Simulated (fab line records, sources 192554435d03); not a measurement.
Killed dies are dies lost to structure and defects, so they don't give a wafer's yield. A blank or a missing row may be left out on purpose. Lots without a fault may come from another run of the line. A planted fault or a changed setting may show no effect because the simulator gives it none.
A struck lot beside a sound one | flow n5_finfet | 38 steps out of a route of 1938
Sound: wafers L674.1, L674.3, L674.4. Struck: wafers L684.5, L684.6. The cause comes at the end.
At each step with rows: each side's tool, then ch and its chambers, then its first start. Under that, the readings that differ: sound wafers | struck wafers | difference of the means | sigmas: that difference in standard deviations of wafers without a fault.
alike: readings whose means differ by less than 2 such deviations, and words and numbers that are the same on both sides. not compared: withheld readings, readings that some wafer has no value for, bounds like >300 that may hide the same value, and numbers for which the record gives no deviation and whose values overlap.
The two part at a step that has a row with sigmas, a row that says differs or no value, or rows on one side only. Numbers that don't overlap but have no deviation are shown without sigmas and don't part them. A reading that every wafer of one side lacks parts them only if that side has two wafers or more.

first, 9 steps without rows for these wafers: N5_BEOL_M4_ANNEAL_95 (time 240 s); N5_BEOL_M4_SPUTTER_96 (material Cu, target thk 4.5 nm, time 8.29 s); N5_BEOL_M4_ECD_50 (material Cu, target thk 300 nm); N5_BEOL_M4_ANNEAL_51 (time 90 s); N5_BEOL_M4_CMP_52 (polishes, stops on SiOC, t overpolish 6.8 s, target thk 40 nm); N5_BEOL_M4_PRE_CLEAN_60 (time 15 s); N5_BEOL_M4_CO_CAP_55 (material Co, precursor CCTBA/H2, target thk 2 nm, time 102.1 s); N5_BEOL_M4_PRE_CLEAN_56 (time 15 s); N5_BEOL_M4_DEP_57 (deposits SiCN from 3MS/NH3, target thk 8 nm, time 14 s).
N5_BEOL_M4_RC_MEAS_101:
  sound on prober-02 ch 0, day 11 22:16; struck on prober-02 ch 0, day 15 00:37
  alike: DIBL_N, DIBL_P, IOFF_N, IOFF_P, ION_N, ION_P, SS_N, SS_P, VT_N, VT_P
then, 24 steps without rows for these wafers: N5_BEOL_M5_ILD_DEP_00 (deposits SiCOH lowk from DEMS/porogen, target thk 140.64 nm, time 25.9 s); N5_BEOL_M5_CURE_79 (cures SiCOH lowk, time 240 s); N5_BEOL_M5_PECVD_70 (deposits SiO2 from TEOS/O2, target thk 16 nm, time 18 s); N5_BEOL_M5_HM_DEP_02 (deposits TiN, target thk 20 nm); N5_BEOL_M5_COAT_59 (time 60 s, resist thk 60 nm); N5_BEOL_M5_COAT_60 (time 60 s, resist thk 12 nm); N5_BEOL_M5_COAT_71 (time 60 s, resist thk 5 nm); N5_BEOL_M5_COAT_05 (resist thk 30 nm); N5_BEOL_M5_EBR_07; N5_BEOL_M5_SOFTBAKE_06 (time 60 s); N5_BEOL_M5_EXPOSE_08 (exposes mask M5, target cd 28 nm); N5_BEOL_M5_PEB_09 (peb time 60 s); N5_BEOL_M5_DEVELOP_10 (develop time 30 s); N5_BEOL_M5_DESCUM_16 (chemistry O2, time 7 s); N5_BEOL_M5_ETCH_72 (etches underlayer in N2/H2, target depth 6.5 nm, time 5.2 s); N5_BEOL_M5_ETCH_61 (etches SiARC in CF4, target depth 15.6 nm, time 26 s); N5_BEOL_M5_ETCH_62 (etches SOC in N2/H2, target depth 75 nm, overetch 15 nm, time 112.5 s); N5_BEOL_M5_STRIP_63 (strips in N2/H2); N5_BEOL_M5_STRIP_73 (strips in N2/H2); N5_BEOL_M5_STRIP_64 (strips in CF4); N5_BEOL_M5_HM_OPEN_17 (chemistry Cl2/BCl3, target TiN, target depth 20 nm, overetch 6 nm); N5_BEOL_M5_STRIP_19 (strips in O2); N5_BEOL_M5_COAT_65 (time 60 s, resist thk 60 nm); N5_BEOL_M5_COAT_66 (time 60 s, resist thk 12 nm).
-- the record jumps here: 3 days lie between the struck wafers' starts before and after (it left off in module BEOL_M5 and takes up again in module BEOL_M13, whose first step shown is number 1710 of the route) --
N5_BEOL_M13_CMP_49: polishes, stops on SiOC, t overpolish 17.1 s, target thk 420 nm.
  sound on cmp-02 ch 0,1,3, day 15 10:16; struck on cmp-02 ch 2,3, day 18 09:53
  reading                      | sound                | struck      | difference | sigmas
  barrier_field_endpoint_s (s) | 30.2 29.7 29.2       | 61.5 60.9   | +31.5      | +44
  overpolish_run_s (s)         | 17.105 17.091 17.098 | 0.040 0.591 | -16.782    | -99 or more
  alike: motor_current_A
N5_BEOL_M13_THK_MEAS_50: measures by xrf.
  sound on film_metro-01, day 15 10:34; struck on film_metro-02, day 18 10:02
  reading      | sound       | struck  | difference | sigmas
  M13_THK (nm) | 417 423 419 | 775 766 | +351       | +49
N5_BEOL_M13_INSPECT_55: inspects for defects (darkfield).
  sound on defect_inspect-01, day 15 10:43; struck on defect_inspect-01, day 18 10:13
  reading          | sound    | struck    | difference | sigmas
  raw_defect_count | 39 45 39 | 3183 3103 | +3102      | +99 or more
N5_PASSIVATION_PROBE_49:
  sound on prober-01, day 16 15:12; struck on prober-02, day 19 13:23
  reading                  | sound          | struck    | difference | sigmas
  defect_limited_yield (%) | 92.6 90.6 91.8 | 0 0       | -92        | -76
  killed_at_M4_up          | 9 13 4         | 1094 1094 | +1085      | +99 or more
  killed_dies              | 87 111 97      | 1180 1180 | +1082      | +77
  killed_on_rim            | 9 8 14         | 152 152   | +142       | +39
  sort_n_pass              | 1093 1069 1083 | 0 0       | -1082      | -77
  sort_yield_pct (%)       | 92.6 90.6 91.8 | 0 0       | -92        | -76
  alike: killed_at_M0_to_M3, killed_at_contacts, killed_at_front_end, killed_at_other, killed_open, killed_short, sort_bin_5_function, sort_bin_6_memory

WHERE THEY PART
First at N5_BEOL_M13_CMP_49; last, within this record, at N5_PASSIVATION_PROBE_49.

WHY: what the simulator had put in
Process parameter drift: cmp-02, from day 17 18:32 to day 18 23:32, at N5_BEOL_M13_CMP_49. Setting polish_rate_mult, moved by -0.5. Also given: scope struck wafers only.
